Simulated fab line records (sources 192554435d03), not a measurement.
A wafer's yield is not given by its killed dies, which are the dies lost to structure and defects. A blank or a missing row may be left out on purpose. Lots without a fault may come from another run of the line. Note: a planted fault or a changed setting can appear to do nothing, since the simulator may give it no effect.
fab line records | flow n5Finfet
record: lots: 4 wafers: 12 lastDay: 15
route steps=1938 shown BEOL_M4@1099 BEOL_M5@1112 BEOL_M6@1254 PASSIVATION@1936
lots untouched by any fault: they come from a run of this same line in which no faults occurred
startH: hours from the record's first day to the start of the lot's first wafer shown | waitH: how many hours have passed since the lot's step before this one | " unchanged from the row above | L1.1+2: a single row standing in for several wafers | - no value, or no start was given | * or withheld: withheld | < > ~ a bound
route shown NAME@n: names a module that has steps shown in the file, with the first one's number in the route | usual: the fault-free wafers' mean and standard deviation | same: alike in all rows | chamber/n: place in a boat | sites: readings site by site | _std_site: standard deviation of those values | _edge_site: outer sites' mean less inner sites' | radiusMm: for every site, how far away it sits from the centre of the wafer | mask NAME#n: copy n | behind: the last tool/chamber to shape the wafer | hold: what put the lot on hold/how long, in hours/how the hold closed | device: transistor that didn't switch, given as n, p or np | end of line: the tests these same wafers got at the end of their route | a step given without rows: its recipe and nothing more | killed: dies lost to structure and defects at the first sort, not the wafer's yield | map: shows each die of a wafer: x if killed, . if not, _ if none is there
set.NAME: setting as actually run; set.NAME@STEP: the setting as run at that earlier step | model.NAME: the simulator's own value behind a step, which no gauge read
a table for each step, a row for each wafer; lots at some steps of the route
services: from which hour (startH, from the record's first day; less than 0 if before it) a tool's chamber was out of use, for how many hours, and why
== steps ==
step: N5_BEOL_M4_ANNEAL_95
recipe: tempC: 400 timeS: 240 ambient: vacuum
step: N5_BEOL_M4_SPUTTER_96
recipe: material: Cu targetThkA: 45 tempC: -20 chamberPressurePa: 0.07 powerW: withheld timeS: 8.29
step: N5_BEOL_M4_ECD_50
recipe: material: Cu targetThkA: 3000
step: N5_BEOL_M4_ANNEAL_51
recipe: tempC: 225 timeS: 90 ambient: N2
step: N5_BEOL_M4_CMP_52
recipe: stopOn: SiOC tOverpolishS: 6.8 downForcePsi: 1 platenRpm: 50 clearingPlatenDownForcePsi: 1.5 clearingPlatenRpm: 50 postCmpClean: cuAlkaline targetThkNm: 40 clearingPlatenPadVelocityMS: 0.99484 padVelocityMS: 0.99484
step: N5_BEOL_M4_PRE_CLEAN_60
recipe: gas: NH3/H2 timeS: 15 tempC: * rfPowerW: 300
step: N5_BEOL_M4_CO_CAP_55
recipe: material: Co targetThkA: 20 tempC: 200 precursor: CCTBA/H2 pressureTorr: 30 timeS: 102.1
step: N5_BEOL_M4_PRE_CLEAN_56
recipe: gas: NH3 timeS: 15 tempC: withheld rfPowerW: 300
step: N5_BEOL_M4_DEP_57
recipe: material: SiCN targetThkA: 80 tempC: withheld precursor: 3MS/NH3 pressureTorr: 3 rfW: 202 timeS: 14
step: N5_BEOL_M4_RC_MEAS_101
usual: DIBL_N: 36.3/1.7 DIBL_P: 36.5/1.8 IOFF_N: 0.16/0.033 IOFF_P: 0.21/0.037 ION_N: 675/11 ION_P: 462/7.9 SS_N: 71.6/0.64 SS_P: 73.3/0.68 VT_N: 249/3.3 VT_P: -250/3.3
columns lot.wafer tool chamber startH waitH DIBL_N[mV/V] DIBL_P[mV/V] IOFF_N[nA/um] IOFF_P[nA/um] ION_N[uA/um] ION_P[uA/um] SS_N[mV/dec] SS_P[mV/dec] VT_N[mV] VT_P[mV]
L520.1 prober-02 0 198.02 0.0 37.5 37.3 0.17 0.25 683 467 72.0 73.1 247 -247
L520.3 " 0 " " 37.4 38.3 0.16 0.25 670 460 71.1 73.2 253 -246
L520.6 " 0 " " 37.6 38.0 0.17 0.25 681 471 71.4 73.1 248 -248
L523.1 prober-01 0 223.19 0.0 35.6 36.8 0.16 0.23 691 475 71.3 74.3 248 -250
L523.3 " 0 " " 35.2 35.9 0.15 0.22 679 466 71.8 73.9 252 -250
L523.4 " 0 " " 35.1 37.3 0.16 0.24 684 468 72.2 73.7 250 -249
L529.1 prober-02 0 258.55 0.0 38.2 36.6 0.16 0.17 658 441 72.6 73.6 252 -257
L529.5 " 0 " " 37.6 36.9 0.15 0.18 673 458 71.5 73.1 252 -254
L529.6 " 0 " " 36.9 35.5 0.14 0.17 658 450 71.8 74.0 252 -255
L530.1 prober-02 0 263.85 0.0 35.2 34.5 0.14 0.21 676 470 70.9 72.4 250 -245
L530.2 " 0 " " 36.5 35.0 0.15 0.20 672 463 71.0 72.6 251 -248
L530.5 " 0 " " 38.1 37.3 0.19 0.26 682 471 72.0 73.8 247 -246
step: N5_BEOL_M5_ILD_DEP_00
recipe: material: SiCOH_lowk targetThkA: 1406.4 tempC: 300 precursor: DEMS/porogen pressureTorr: 5 rfW: 500 timeS: 25.9
step: N5_BEOL_M5_CURE_79
recipe: tempC: 385 timeS: 240 ambient: He/Ar material: SiCOH_lowk
step: N5_BEOL_M5_PECVD_70
recipe: material: SiO2 targetThkA: 160 tempC: 400 precursor: TEOS/O2 pressureTorr: 5.5 rfW: 450 teosFlowSccm: 53.8 gas: O2 flowSccm: 3000 timeS: 18
step: N5_BEOL_M5_HM_DEP_02
recipe: material: TiN targetThkA: 200 tempC: 25 chamberPressurePa: 0.49996
step: N5_BEOL_M5_COAT_59
recipe: resist: SOC tempC: 250 timeS: 60 spinRpm: 1500 resistThkNm: 60
step: N5_BEOL_M5_COAT_60
recipe: resist: SiARC tempC: 220 timeS: 60 spinRpm: 1500 resistThkNm: 12
step: N5_BEOL_M5_COAT_71
recipe: resist: underlayer tempC: 205 timeS: 60 spinRpm: 1500 resistThkNm: 5
step: N5_BEOL_M5_COAT_05
recipe: resist: CAR-EUV spinRpm: 1500 resistThkNm: 30
step: N5_BEOL_M5_EBR_07
recipe: solvent: PGMEA ebrWidthMm: 1.5
step: N5_BEOL_M5_SOFTBAKE_06
recipe: tempC: 110 timeS: 60 resist: CAR-EUV
step: N5_BEOL_M5_EXPOSE_08
recipe: maskId: M5 na: 0.33 sourceShape: annular sigmaInner: 0.4 sigmaOuter: 0.8 polarization: unpolarized targetCdNm: 28 doseMj: 35.75
step: N5_BEOL_M5_PEB_09
recipe: pebTempC: 100 pebTimeS: 60 resist: CAR-EUV
step: N5_BEOL_M5_DEVELOP_10
recipe: developTimeS: 30 developer: TMAH resist: CAR-EUV rinseLiquid: surfactantRinse dry: airSpin devTempC: 23
step: N5_BEOL_M5_DESCUM_16
recipe: chemistry: O2 timeS: 7 sourcePowerW: 50 biasPowerW: 20 pressureMtorr: 20 rfFrequencyHz: 2.712e+07 tempC: 40 resist: CAR-EUV o2FlowSccm: 225
step: N5_BEOL_M5_ETCH_72
recipe: chemistry: N2/H2 target: underlayer targetDepthA: 65 maskMaterial: CAR-EUV timeS: 5.2 ionEnergyEv: 200 pressureMtorr: 30 sourceW: 840 biasW: 150 n2FlowSccm: 200 h2FlowSccm: 200 ends: cleared
step: N5_BEOL_M5_ETCH_61
recipe: chemistry: CF4 target: SiARC targetDepthA: 156 maskMaterial: CAR-EUV timeS: 26 ionEnergyEv: 80 pressureMtorr: 40 sourceW: 545 biasW: 36 Ar_flow_sccm: 100 cf4FlowSccm: 100 ends: cleared
step: N5_BEOL_M5_ETCH_62
recipe: chemistry: N2/H2 target: SOC targetDepthA: 750 overetchA: 150 maskMaterial: SiARC tempC: 40 timeS: 112.5 ionEnergyEv: 200 pressureMtorr: 30 sourceW: 840 biasW: 150 n2FlowSccm: 200 h2FlowSccm: 200
step: N5_BEOL_M5_STRIP_63
recipe: chemistry: N2/H2 tempC: 40 n2FlowSccm: 200 h2FlowSccm: 200 rfFrequencyHz: 6e+07
step: N5_BEOL_M5_STRIP_73
recipe: chemistry: N2/H2 tempC: 40 n2FlowSccm: 200 h2FlowSccm: 200 rfFrequencyHz: 6e+07
step: N5_BEOL_M5_STRIP_64
recipe: chemistry: CF4 resist: SiARC powerW: 300 biasPowerW: 75 pressureMtorr: 50 cf4FlowSccm: 150 rfFrequencyHz: 6e+07
step: N5_BEOL_M5_HM_OPEN_17
recipe: chemistry: Cl2/BCl3 targetDepthA: 200 overetchA: 60 target: TiN maskMaterial: SOC ionEnergyEv: 150 pressureMtorr: 10 icpW: 1000 biasW: 126 Cl2_flow_sccm: 53.25 bcl3FlowSccm: 21.75 Ar_flow_sccm: 25
step: N5_BEOL_M5_STRIP_19
recipe: chemistry: O2 powerW: 400 tempC: 40 pressureMtorr: 30 rfFrequencyHz: 6e+07 biasPowerW: 0 overashFraction: 0.2 o2FlowSccm: 225
step: N5_BEOL_M5_COAT_65
recipe: resist: SOC tempC: 250 timeS: 60 spinRpm: 1500 resistThkNm: 60
step: N5_BEOL_M5_COAT_66
recipe: resist: SiARC tempC: 220 timeS: 60 spinRpm: 1500 resistThkNm: 12
step: N5_BEOL_M6_SPUTTER_48
recipe: material: Cu targetThkA: 100 tempC: -20 biasV: 60 powerW: 26000 chamberPressurePa: 0.13 timeS: 1.667
usual: biasV: 60.0/0.61 cathodeDcPowerW: 26000/4.5 throttleValvePct: 30.5/0.81
columns lot.wafer tool chamber startH waitH biasV cathodeDcPowerW throttleValvePct
L520.1 pvdSputter-03 - 217.61 0.1 60.0 25996 29.7
L520.3 " - " " 60.2 26008 31.3
L520.6 " - " " 59.5 25995 31.1
L523.1 pvdSputter-01 - 240.50 0.2 61.0 26000 30.3
L523.3 " - " " 60.0 26002 31.6
L523.4 " - " " 60.5 25994 30.3
L530.1 pvdSputter-03 - 284.92 0.2 - - -
L530.2 " - " " - - -
L530.5 " - " " - - -
L529.1 pvdSputter-02 - 285.49 0.2 - - -
L529.5 " - " " - - -
L529.6 " - " " - - -
step: N5_BEOL_M6_CMP_52
recipe: stopOn: SiCOH_lowk tOverpolishS: 6.9 downForcePsi: 1 platenRpm: 50 clearingPlatenDownForcePsi: 1.5 clearingPlatenRpm: 50 postCmpClean: cuAlkaline targetThkNm: 80 clearingPlatenPadVelocityMS: 0.99484 padVelocityMS: 0.99484
usual: motorCurrentA: 6.1/0.45 slurryFilterDpKPa: 13.49/0.13 timeToEndpointS: 61/3.5
columns lot.wafer tool chamber startH waitH motorCurrentA slurryFilterDpKPa timeToEndpointS
L520.1 cmp-03 1 218.31 0.3 5.3 13.46 58
L520.3 " 3 " " 5.5 13.54 56
L520.6 " 1 " " 5.5 13.61 60
L523.4 cmp-02 1 241.07 0.1 6.4 13.26 62
L523.3 " 2 " " 5.8 13.21 63
L523.1 " 3 " " 6.6 13.57 64
L530.1 cmp-02 3 285.50 0.3 6.3 13.23 2
L530.2 " 0 " " 5.8 13.43 2
L530.5 " 2 " " 6.0 13.45 2
L529.1 cmp-04 1 286.29 0.3 6.4 13.48 0
L529.6 " 1 " " 6.3 13.47 0
L529.5 " 2 " " 5.2 13.44 0
step: N5_PASSIVATION_PROBE_49
usual: defectLimitedYield: 91.3/1.5 killed_at_M0_to_M3: 34/9.4 killed_at_M4_up: 13/5.3 killedAtContacts: 13/5.7 killedAtFrontEnd: 40/10 killedAtOther: 3.7/2.8 killedDies: 103/17 killedOnRim: 13/4.2 killedOpen: 67/13 killedShort: 35/8.5 sort_bin_5_function: 5.0/0.98 sort_bin_6_memory: 3.3/0.7 sortNPass: 1077/17 sortYieldPct: 91.3/1.5
same: grossDies: 1180 killedAtBackSide: 0 sort_bin_4_leakage[%]: 0 sort_bin_8_speed[%]: 0
columns lot.wafer tool chamber startH waitH defectLimitedYield[%] killed_at_M0_to_M3 killed_at_M4_up killedAtContacts killedAtFrontEnd killedAtOther killedDies killedOnRim killedOpen killedShort sort_bin_5_function[%] sort_bin_6_memory[%] sortNPass sortYieldPct[%]
L530.1 prober-02 - 365.34 0.0 0 31 1098 13 33 5 1180 152 70 24 95.9 3.7 0 0
L530.2 prober-02 - 365.39 0.1 0 38 1087 11 38 6 1180 152 73 37 96.3 3.3 0 0
L530.5 prober-02 - 365.54 0.2 0 29 1110 14 23 4 1180 152 60 25 97.0 2.7 0 0
L529.1 prober-02 - 370.08 0.2 0 32 1102 17 24 5 1180 152 75 26 96.6 3.2 0 0
L529.5 prober-02 - 370.28 0.4 0 25 1108 6 31 10 1180 152 54 34 96.8 3.1 0 0
L529.6 prober-02 - 370.33 0.4 0 28 1118 3 29 2 1180 152 51 25 97.7 2.3 0 0
killed by level:class
L530.1 BEOL_M6:areaSputter=546 BEOL_M6:areaEcd=540 MOL_CONTACT_COAG:geometricParticle:open=12 FIN_SAQP:geometricParticle:open=9 FIN_SAQP:geometricParticle:short=8 BEOL_M3:geometricParticle:open=8 BEOL_M2:geometricParticle:open=7 BEOL_M4:geometricParticle:open=7
L530.2 BEOL_M6:areaSputter=552 BEOL_M6:areaEcd=518 BEOL_M2:geometricParticle:open=11 MOL_CONTACT_COAG:geometricParticle:open=9 BEOL_M3:geometricParticle:open=8 GATE_CUT:geometricParticle:short=7 GATE_CUT:geometricParticle:open=7 BEOL_M4:geometricParticle:open=7
L530.5 BEOL_M6:areaEcd=563 BEOL_M6:areaSputter=532 MOL_CONTACT_COAG:geometricParticle:open=12 BEOL_M0_SAQP:geometricParticle:open=6 STI_FIN_REVEAL:geometricParticle:open=5 DUMMY_GATE:geometricParticle:open=5 BEOL_M1:geometricParticle:open=5 BEOL_M2:geometricParticle:open=4
L529.1 BEOL_M6:areaEcd=547 BEOL_M6:areaSputter=532 BEOL_M4:geometricParticle:open=17 MOL_CONTACT_COAG:geometricParticle:open=15 BEOL_M0_SAQP:geometricParticle:open=9 BEOL_M2:geometricParticle:open=8 FIN_SAQP:geometricParticle:open=7 STI_FIN_REVEAL:geometricParticle:open=6
L529.5 BEOL_M6:areaEcd=551 BEOL_M6:areaSputter=539 BEOL_M0_SAQP:geometricParticle:open=9 BEOL_M3:geometricParticle:open=7 BEOL_M4:geometricParticle:open=6 FIN_SAQP:geometricParticle:short=5 STI_FIN_REVEAL:geometricParticle:short=4 MOL_CONTACT_COAG:geometricParticle:open=4
L529.6 BEOL_M6:areaEcd=564 BEOL_M6:areaSputter=540 FIN_SAQP:geometricParticle:open=10 BEOL_M0_SAQP:geometricParticle:open=7 BEOL_M4:geometricParticle:open=7 BEOL_M0_SAQP:geometricParticle:short=6 STI_FIN_REVEAL:geometricParticle:open=4 STARTING-WAFER:geometricParticle:short=4
map L529.1 (x killed, . not)
_________________xxxxxxxxxxxx________________
______________xxxxxxxxxxxxxxxxxx_____________
___________xxxxxxxxxxxxxxxxxxxxxxxx__________
__________xxxxxxxxxxxxxxxxxxxxxxxxxx_________
________xxxxxxxxxxxxxxxxxxxxxxxxxxxxxx_______
_______xxxxxxxxxxxxxxxxxxxxxxxxxxxxxxxx______
______xxxxxxxxxxxxxxxxxxxxxxxxxxxxxxxxxx_____
_____xxxxxxxxxxxxxxxxxxxxxxxxxxxxxxxxxxxx____
____xxxxxxxxxxxxxxxxxxxxxxxxxxxxxxxxxxxxxx___
___xxxxxxxxxxxxxxxxxxxxxxxxxxxxxxxxxxxxxxxx__
___xxxxxxxxxxxxxxxxxxxxxxxxxxxxxxxxxxxxxxxx__
__xxxxxxxxxxxxxxxxxxxxxxxxxxxxxxxxxxxxxxxxxx_
__xxxxxxxxxxxxxxxxxxxxxxxxxxxxxxxxxxxxxxxxxx_
_xxxxxxxxxxxxxxxxxxxxxxxxxxxxxxxxxxxxxxxxxxxx
_xxxxxxxxxxxxxxxxxxxxxxxxxxxxxxxxxxxxxxxxxxxx
_xxxxxxxxxxxxxxxxxxxxxxxxxxxxxxxxxxxxxxxxxxxx
_xxxxxxxxxxxxxxxxxxxxxxxxxxxxxxxxxxxxxxxxxxxx
_xxxxxxxxxxxxxxxxxxxxxxxxxxxxxxxxxxxxxxxxxxxx
_xxxxxxxxxxxxxxxxxxxxxxxxxxxxxxxxxxxxxxxxxxxx
_xxxxxxxxxxxxxxxxxxxxxxxxxxxxxxxxxxxxxxxxxxxx
_xxxxxxxxxxxxxxxxxxxxxxxxxxxxxxxxxxxxxxxxxxxx
__xxxxxxxxxxxxxxxxxxxxxxxxxxxxxxxxxxxxxxxxxx_
__xxxxxxxxxxxxxxxxxxxxxxxxxxxxxxxxxxxxxxxxxx_
___xxxxxxxxxxxxxxxxxxxxxxxxxxxxxxxxxxxxxxxx__
___xxxxxxxxxxxxxxxxxxxxxxxxxxxxxxxxxxxxxxxx__
____xxxxxxxxxxxxxxxxxxxxxxxxxxxxxxxxxxxxxx___
_____xxxxxxxxxxxxxxxxxxxxxxxxxxxxxxxxxxxx____
______xxxxxxxxxxxxxxxxxxxxxxxxxxxxxxxxxx_____
_______xxxxxxxxxxxxxxxxxxxxxxxxxxxxxxxx______
________xxxxxxxxxxxxxxxxxxxxxxxxxxxxxx_______
__________xxxxxxxxxxxxxxxxxxxxxxxxxx_________
___________xxxxxxxxxxxxxxxxxxxxxxxx__________
______________xxxxxxxxxxxxxxxxxx_____________
_________________xxxxxxxxxxxx________________
map L530.1 (x killed, . not)
_________________xxxxxxxxxxxx________________
______________xxxxxxxxxxxxxxxxxx_____________
___________xxxxxxxxxxxxxxxxxxxxxxxx__________
__________xxxxxxxxxxxxxxxxxxxxxxxxxx_________
________xxxxxxxxxxxxxxxxxxxxxxxxxxxxxx_______
_______xxxxxxxxxxxxxxxxxxxxxxxxxxxxxxxx______
______xxxxxxxxxxxxxxxxxxxxxxxxxxxxxxxxxx_____
_____xxxxxxxxxxxxxxxxxxxxxxxxxxxxxxxxxxxx____
____xxxxxxxxxxxxxxxxxxxxxxxxxxxxxxxxxxxxxx___
___xxxxxxxxxxxxxxxxxxxxxxxxxxxxxxxxxxxxxxxx__
___xxxxxxxxxxxxxxxxxxxxxxxxxxxxxxxxxxxxxxxx__
__xxxxxxxxxxxxxxxxxxxxxxxxxxxxxxxxxxxxxxxxxx_
__xxxxxxxxxxxxxxxxxxxxxxxxxxxxxxxxxxxxxxxxxx_
_xxxxxxxxxxxxxxxxxxxxxxxxxxxxxxxxxxxxxxxxxxxx
_xxxxxxxxxxxxxxxxxxxxxxxxxxxxxxxxxxxxxxxxxxxx
_xxxxxxxxxxxxxxxxxxxxxxxxxxxxxxxxxxxxxxxxxxxx
_xxxxxxxxxxxxxxxxxxxxxxxxxxxxxxxxxxxxxxxxxxxx
_xxxxxxxxxxxxxxxxxxxxxxxxxxxxxxxxxxxxxxxxxxxx
_xxxxxxxxxxxxxxxxxxxxxxxxxxxxxxxxxxxxxxxxxxxx
_xxxxxxxxxxxxxxxxxxxxxxxxxxxxxxxxxxxxxxxxxxxx
_xxxxxxxxxxxxxxxxxxxxxxxxxxxxxxxxxxxxxxxxxxxx
__xxxxxxxxxxxxxxxxxxxxxxxxxxxxxxxxxxxxxxxxxx_
__xxxxxxxxxxxxxxxxxxxxxxxxxxxxxxxxxxxxxxxxxx_
___xxxxxxxxxxxxxxxxxxxxxxxxxxxxxxxxxxxxxxxx__
___xxxxxxxxxxxxxxxxxxxxxxxxxxxxxxxxxxxxxxxx__
____xxxxxxxxxxxxxxxxxxxxxxxxxxxxxxxxxxxxxx___
_____xxxxxxxxxxxxxxxxxxxxxxxxxxxxxxxxxxxx____
______xxxxxxxxxxxxxxxxxxxxxxxxxxxxxxxxxx_____
_______xxxxxxxxxxxxxxxxxxxxxxxxxxxxxxxx______
________xxxxxxxxxxxxxxxxxxxxxxxxxxxxxx_______
__________xxxxxxxxxxxxxxxxxxxxxxxxxx_________
___________xxxxxxxxxxxxxxxxxxxxxxxx__________
______________xxxxxxxxxxxxxxxxxx_____________
_________________xxxxxxxxxxxx________________
== services ==
columns tool chamber startH hours kind
cmp-04 - 239.30 0.7 repair
cmp-03 - 260.77 3.3 pm
cmp-04 - 262.37 5.8 repair
cmp-03 - 273.35 1.4 repair
pvdSputter-03 - 278.15 5.5 repair
cmp-04 - 279.00 5.4 pm
== key ==
firstSign: step: N5_BEOL_M6_SPUTTER_48 reading: toolRecord direction: missing
effect: step: N5_BEOL_M6_CMP_52 reading: timeToEndpointS direction: down sigmas: 17 usual: * struck: *
effect: step: N5_PASSIVATION_PROBE_49 reading: killed_at_M4_up direction: up sigmas: 99+ usual: 13 struck: 1104
moreKillsBornAt: N5_BEOL_M6_ECD_50@ecdCu-02: 1662 N5_BEOL_M6_SPUTTER_48@pvdSputter-03: 1630 N5_BEOL_M6_ECD_50@ecdCu-01: 1621
metAt N5_BEOL_M6_SPUTTER_48
struckWafers L529.1,L529.5,L529.6,L530.1,L530.2,L530.5
laterRowsLeftOut L529.1,L529.5,L529.6,L530.1,L530.2,L530.5
onsetBetween 217.61 284.92
fault: kind: skippedStepWhole tool: pvdSputter-02,pvdSputter-03 chamber: - onsetH: 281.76 steps: N5_BEOL_M6_SPUTTER_48 scope: struckLotsOnly
laterRowsLeftOut: the simulator's readings of these wafers behind a module that went badly wrong aren't trusted and aren't shown, but for the sort
